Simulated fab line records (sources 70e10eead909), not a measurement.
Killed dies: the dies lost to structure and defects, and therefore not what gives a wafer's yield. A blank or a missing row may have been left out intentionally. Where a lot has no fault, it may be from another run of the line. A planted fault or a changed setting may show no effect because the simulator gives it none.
Which of the tools did it?    flow nand_harc    7 lots, 21 wafers sampled, at 2 steps of a route of 1302

## WHAT THE GAUGES READ, wafer by wafer
NHARC_A_BLC_CD_MEAS_10 targets a cd of 100 nm.
lot   measured      on         cd_nm (nm)
L931  day 22 23:50  cd_sem-02  99.8 99.8 100.5
L932  day 23 22:55  cd_sem-02  100.3 99.0 99.8
L943  day 28 13:04  cd_sem-01  101.0 99.9 99.3
L946  day 29 11:37  cd_sem-02  100.4 99.6 99.5
L948  day 30 04:53  cd_sem-02  100.3 100.7 100.9
L950  day 31 10:40  cd_sem-03  99.3 99.3 99.9
L952  day 32 11:13  cd_sem-01  100.5 99.8 99.8

## WHAT TOOL EACH LOT RAN ON (gives the tool, then ch and the chambers of the sampled wafers, and finally the start)
lot   NHARC_A_CONTACT_CMP_20
L931  cmp-01 ch 0,1,3, day 22 22:56
L932  cmp-04 ch 0,3, day 23 22:00
L943  cmp-04 ch 0,3, day 28 12:17
L946  cmp-04 ch 1,3, day 29 10:50
L948  cmp-03 ch 0,1,2, day 30 04:00
L950  cmp-04 ch 1,2,3, day 31 09:56
L952  cmp-01 ch 0,2,3, day 32 10:19
- NHARC_A_CONTACT_CMP_20: polishes, t overpolish 30 s, target thk 300 nm.

## THE ANSWER, worked out from the rows above alone
Rule: the usual values come from the lots themselves. The widest of any qualifying gaps counts: lots, ordered by their means at a reading, are off when they make up no more than a third of the lots, leave a main group of 4 or more, and stand apart from it by 3 or more times the standard deviation of that group's means. A main group is skipped when, at the precision printed for the reading in the tables above, its means are all equal. Also off: a lot with no number at a reading for which 4 or more lots have one. The other lots that the step has rows for count as sound.
No lot is off on any of the readings shown, so nothing can be concluded from this.

## WHAT WAS PUT IN BY THE SIMULATOR
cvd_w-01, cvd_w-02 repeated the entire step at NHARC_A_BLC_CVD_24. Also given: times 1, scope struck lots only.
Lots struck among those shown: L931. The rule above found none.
